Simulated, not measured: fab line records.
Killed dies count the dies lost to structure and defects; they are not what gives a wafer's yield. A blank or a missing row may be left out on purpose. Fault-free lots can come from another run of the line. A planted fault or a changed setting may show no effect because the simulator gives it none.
Which of the tools did it? -- flow nand harc -- 18 wafers from 6 lots sampled at 3 of the route's 1159 steps

## WHAT THE GAUGES READ, wafer by wafer
NHARC_A_ONON_D1_THK_MEAS_30: measures by ellipsometry.
lot,measured,on,thk nm (nm)
L569,day 8 16:45,film metro-01,1006 1008 1008
L572,day 9 10:38,film metro-01,1009 1008 1010
L576,day 10 00:57,film metro-02,1273 1274 1273
L580,day 11 06:02,film metro-01,1008 1008 1007
L584,day 12 04:05,film metro-01,1021 1021 1021
L587,day 13 02:29,film metro-02,993 992 991

## EACH LOT AND THE TOOL THAT RAN IT (in order: tool; ch and the chambers of the sampled wafers; start)
lot,NHARC_A_ZERO_WELL_DESCUM_12,NHARC_A_ONON_D1_DEP_28
L569,"rie diel-12 ch 1,2,3, day 7 05:52","pecvd onon-04 ch 0, day 8 16:25"
L572,"rie diel-03 ch 0,2,3, day 7 20:22","pecvd onon-02 ch 0, day 9 10:07"
L576,"rie diel-01 ch 0,2,3, day 8 14:28","pecvd onon-04 ch 0, day 10 00:26"
L580,"rie diel-01 ch 0,2,3, day 9 21:44","pecvd onon-01 ch 0, day 11 05:31"
L584,"rie diel-03 ch 1,2, day 10 17:23","pecvd onon-02 ch 0, day 12 03:44"
L587,"rie diel-01 ch 1,2,3, day 11 17:23","pecvd onon-02 ch 0, day 13 01:59"
- NHARC_A_ZERO_WELL_DESCUM_12: chemistry O2, time 3 s.
- NHARC_A_ONON_D1_DEP_28: target thk 1000 nm.

## THE ANSWER, worked out from the rows above alone
Rule: usual is defined by the lots themselves. Put in order of their means at a reading, lots are off if they are a third of the lots or fewer, leave a main group of 4 or more, and stand apart from it by a gap of 3 or more times the standard deviation of the main group's means; of several such gaps the widest counts. Not used: any main group whose means are identical at the precision the tables above print for the reading. Also off: a lot with no number at a reading for which 4 or more lots have one. Any other lot the step has rows for is counted as sound.
Off, at NHARC_A_ONON_D1_THK_MEAS_30 on thk nm: L576. The main group has a mean of 1007 nm with a standard deviation of 9.2.
A tool fits if, at a process step before that reading, it ran every lot that is off, and no sound lot after the first of them. Gauges at NHARC_A_ONON_D1_THK_MEAS_30: tried the same way as those tools. One candidate fits, namely pecvd onon-04 at NHARC_A_ONON_D1_DEP_28. Its last sound lot is L569 (day 8 16:25), its first lot that is off L576 (day 10 00:26): a fault that began between those two fits.

## WHAT HAD BEEN PUT IN BY THE SIMULATOR
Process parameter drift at NHARC_A_ONON_D1_DEP_28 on pecvd onon-04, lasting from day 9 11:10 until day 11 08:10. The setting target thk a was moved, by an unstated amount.
Struck lots among those shown: L576. Same finding as the rule above.
